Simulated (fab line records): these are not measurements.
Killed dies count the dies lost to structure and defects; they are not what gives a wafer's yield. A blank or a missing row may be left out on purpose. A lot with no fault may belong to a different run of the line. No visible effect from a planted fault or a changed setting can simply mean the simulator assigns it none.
Problem report, 8D (eight disciplines) form, completed by code / flow n5-finfet / the parts of the form that need people (team, actions taken, sign-off) are left out
Where a reading is given only as a bound, like >300, the bound stands for it, and a mean or a difference that rests on one is marked > or <: the true number lies beyond.

1. WHAT WENT WRONG
A mean of 566 is read at N5_ZERO_LAYER_INSPECT_20 for raw-defect-count, taken on 1 wafer of 1 lot, against 36 (standard deviation 17) on wafers free of any fault. Measured from the usual mean, that is +31 standard deviations.
The step: inspects for defects (darkfield).
Earliest sighting: wafer L406.5 on defect-inspect-01 at day 7 01:24. The record holds 27 wafers of 9 lots with a number at this step. By rule, "out" or "out of limits" means more than 4 standard deviations away from the usual mean. Any other wafer with a number is counted as sound.

2. WHAT IT IS, WHAT IT ISN'T
question=which readings at this step | is=raw-defect-count | is not=-
question=which lots | is=L406 | is not=L385, L388, L391, L397, L398, L402, L403, L407
question=which wafers of those lots | is=L406.5 | is not=L406.1, L406.4
question=read on which gauges | is=defect-inspect-01 | is not=defect-inspect-02
question=when | is=from day 7 01:24 | is not=up to then (23 sound wafers); but 3 sound wafers of L407 came after

3. WHAT RULES OUT EACH SUSPECT
Counting: any tool at a process step up to the reading remains a suspect provided it ran every lot that is out. Sound lots after the first of them don't rule it out here, since some wafers of a struck lot are sound.
- the gauge at N5_ZERO_LAYER_INSPECT_20 is ruled out. All the wafers that are out were read on defect-inspect-01, but those of them that N5_WELL_APT_INSPECT_10 has rows for are out there too, on other tools.
- wet-bench-06 at N5_ZERO_LAYER_PRECLEAN_00 (cleans in SPM, time 600 s): kept. The lot that is out, L406, ran on it at day 7 00:04; the last sound lot it ran before that was L398, at day 5 00:04.
- pecvd-01 at N5_ZERO_LAYER_PECVD_02 (deposits SiO2 from SiH4/N2O, target thk 10 nm, time 6 s): kept. The lot that is out, L406, ran on it at day 7 00:17; the last sound lot it ran before that was L402, at day 6 00:17.
- Within pecvd-01 at N5_ZERO_LAYER_PECVD_02: the wafers that are out ran in chamber 1; their sound lot-mates ran in chamber 2.
The count leaves pecvd-01 at N5_ZERO_LAYER_PECVD_02 and wet-bench-06 at N5_ZERO_LAYER_PRECLEAN_00.

4. THE CAUSE (what the simulator had put in)
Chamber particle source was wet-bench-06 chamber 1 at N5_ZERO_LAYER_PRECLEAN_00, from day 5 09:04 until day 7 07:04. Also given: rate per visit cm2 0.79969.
Counting leaves 2 suspects; this tool is one of them.

5. THE EFFECT CHAIN, in route order
Rows list readings where the struck wafers' mean (over those with a number) sits beyond 3 standard deviations from the usual. Readings are gone through only where the record gives a usual standard deviation; hours: the median, over the lots, of the time from a lot's start at the first step in this table giving one to that lot's start at this step; sigmas: the change measured in usual standard deviations.
hours=0; step=N5_ZERO_LAYER_INSPECT_20; reading=raw-defect-count; usual=36; on struck wafers=566; change=+530; sigmas=+31
hours=0; step=N5_WELL_APT_INSPECT_10; reading=raw-defect-count; usual=2.1; on struck wafers=>300; change=>+298; sigmas=+99 or more
hours=4; step=N5_WELL_APT_INSPECT_38; reading=raw-defect-count; usual=13; on struck wafers=552; change=+539; sigmas=+99 or more
hours=293; step=N5_PASSIVATION_PROBE_49; reading=killed-at-front-end; usual=39; on struck wafers=82; change=+43; sigmas=+3.3
It contains these process steps:
- N5_PASSIVATION_PROBE_49
Later measuring or inspecting steps at which every struck wafer that the step has a row for has a number for every such reading, and none has moved that far: N5_BEOL_M4_RC_MEAS_101.

6. WHAT WOULD HAVE CAUGHT IT SOONER
The first out-of-limits reading at a measuring or inspecting step in this record came at day 7 01:24, 40 hours after the fault's start at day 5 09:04.
By day 7 01:24, every lot that is out (1) had started N5_ZERO_LAYER_PRECLEAN_00 on wet-bench-06. None of them would have been spared by holding the tool at that moment.
